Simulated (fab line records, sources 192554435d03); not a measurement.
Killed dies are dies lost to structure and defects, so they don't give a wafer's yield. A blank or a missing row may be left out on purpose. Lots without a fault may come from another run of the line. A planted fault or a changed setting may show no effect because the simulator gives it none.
Split-lot experiment | flow n5_finfet | 7 lots, 39 wafers read, on a route of 1938 steps

THE SPLIT
At N5_MIM_BOT_LITHO_DEVELOP_07 (develop time 60 s), the setting develop_time_s was moved away from the recipe's 60 s on 12 of the 39 wafers read, by -50.0% to +39.0%. The other wafers ran this setting at the recipe's value.

FROM THE SPLIT TO THE READING: what the file shows between them, 1 step
- N5_MIM_BOT_LITHO_HARDBAKE_09: time 120 s

THE READING
cd_nm, in nm, at N5_MIM_BOT_LITHO_CD_MEAS_08 (target cd 3000 nm). Fault-free wafers of this fab line usually give 3000.1 nm, standard deviation 1.9 nm.

wafer  | tool, chamber at the split | develop_time_s as run, s | against the recipe | cd_nm, nm | against lot-mates on the recipe
L074.1 | litho_track-05, 0          | 60                       | recipe             | 2997.7    | -
L074.2 | litho_track-05, 0          | 46.36                    | -22.7%             | 2992.3    | -4.6
L074.3 | litho_track-05, 0          | 46.36                    | -22.7%             | 2993.7    | -3.2
L074.4 | litho_track-05, 0          | 60                       | recipe             | 2994.5    | -
L074.5 | litho_track-05, 0          | 46.36                    | -22.7%             | 2990.0    | -6.9
L074.6 | litho_track-05, 0          | 60                       | recipe             | 2998.6    | -
L076.1 | litho_track-03, 0          | 30                       | -50.0%             | 2985.5    | -14.1
L076.2 | litho_track-03, 0          | 60                       | recipe             | 2999.3    | -
L076.3 | litho_track-03, 0          | 30                       | -50.0%             | 2987.2    | -12.4
L076.4 | litho_track-03, 0          | 60                       | recipe             | 3001.4    | -
L076.5 | litho_track-03, 0          | 60                       | recipe             | 2998.1    | -
L076.6 | litho_track-03, 0          | 30                       | -50.0%             | 2986.3    | -13.3
L078.1 | litho_track-03, 0          | 60                       | recipe             | 3002.3    | -
L078.2 | litho_track-03, 0          | 60                       | recipe             | 3002.1    | -
L078.3 | litho_track-03, 0          | 36.16                    | -39.7%             | 2989.7    | -12.1
L078.4 | litho_track-03, 0          | 60                       | recipe             | 3001.0    | -
L078.5 | litho_track-03, 0          | 36.16                    | -39.7%             | 2991.9    | -9.9
L078.6 | litho_track-03, 0          | 36.16                    | -39.7%             | 2992.6    | -9.2
L095.1 | litho_track-05, 0          | 60                       | recipe             | 2998.1    | -
L095.2 | litho_track-05, 0          | 60                       | recipe             | 2999.9    | -
L095.3 | litho_track-05, 0          | 60                       | recipe             | 2996.9    | -
L095.4 | litho_track-05, 0          | 60                       | recipe             | 2997.8    | -
L095.5 | litho_track-05, 0          | 60                       | recipe             | 2998.9    | -
L095.6 | litho_track-05, 0          | 60                       | recipe             | 2999.4    | -
L092.1 | litho_track-05, 0          | 60                       | recipe             | 2999.5    | -
L092.2 | litho_track-05, 0          | 60                       | recipe             | 3000.0    | -
L092.3 | litho_track-05, 0          | 83.37                    | +39.0%             | 3005.5    | +6.2
L092.4 | litho_track-05, 0          | 83.37                    | +39.0%             | 3006.9    | +7.6
L092.5 | litho_track-05, 0          | 83.37                    | +39.0%             | 3008.8    | +9.5
L092.6 | litho_track-05, 0          | 60                       | recipe             | 2998.5    | -
L086.1 | litho_track-05, 0          | 60                       | recipe             | 2998.6    | -
L086.2 | litho_track-05, 0          | 60                       | recipe             | 2999.8    | -
L086.3 | litho_track-05, 0          | 60                       | recipe             | 3000.6    | -
L086.4 | litho_track-05, 0          | 60                       | recipe             | 2999.6    | -
L086.5 | litho_track-05, 0          | 60                       | recipe             | 2999.4    | -
L086.6 | litho_track-05, 0          | 60                       | recipe             | 3000.2    | -
L097.1 | litho_track-05, 0          | 60                       | recipe             | 2997.7    | -
L097.3 | litho_track-05, 0          | 60                       | recipe             | 2998.5    | -
L097.6 | litho_track-05, 0          | 60                       | recipe             | 2998.7    | -

THE FIT
A straight line over all 39 wafers: cd_nm changes by +0.23 nm for each +1% of develop_time_s; r = +0.94; the points scatter about the line by 1.7 nm.
The same after taking each lot's own level away (the mean of its wafers on the recipe; 39 wafers): +0.241 nm for each +1%; r = +0.97; scatter 1.3 nm.
On that fit, the largest move of develop_time_s shifts the reading by 12 nm.
The lots' own levels span 2996.93 to 3001.80 nm, that is 2.6 times the standard deviation above.
So the lot-to-lot level changes the slope little: the two slopes agree.
Check: with one of the wafers moved furthest among these (-50.0%) left out of the fit, the line predicts -12 nm for it against its lot-mates. It came out at -14.1 nm against them.

OTHER SPLITS ON THESE WAFERS
These wafers also went through other splits before the reading. Each is held against what the fit with the lots' levels taken away leaves over:
other split on the same wafers    | wafers away from the commonest value | r with cd_nm (lot level and that fit taken away)
N5_BEOL_M12_TRENCH_ETCH_34 time_s | 18                                   | +0.21

THE FILE'S OWN FIT
cd_nm changes by +0.244 nm for each +1% of develop_time_s, r = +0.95.
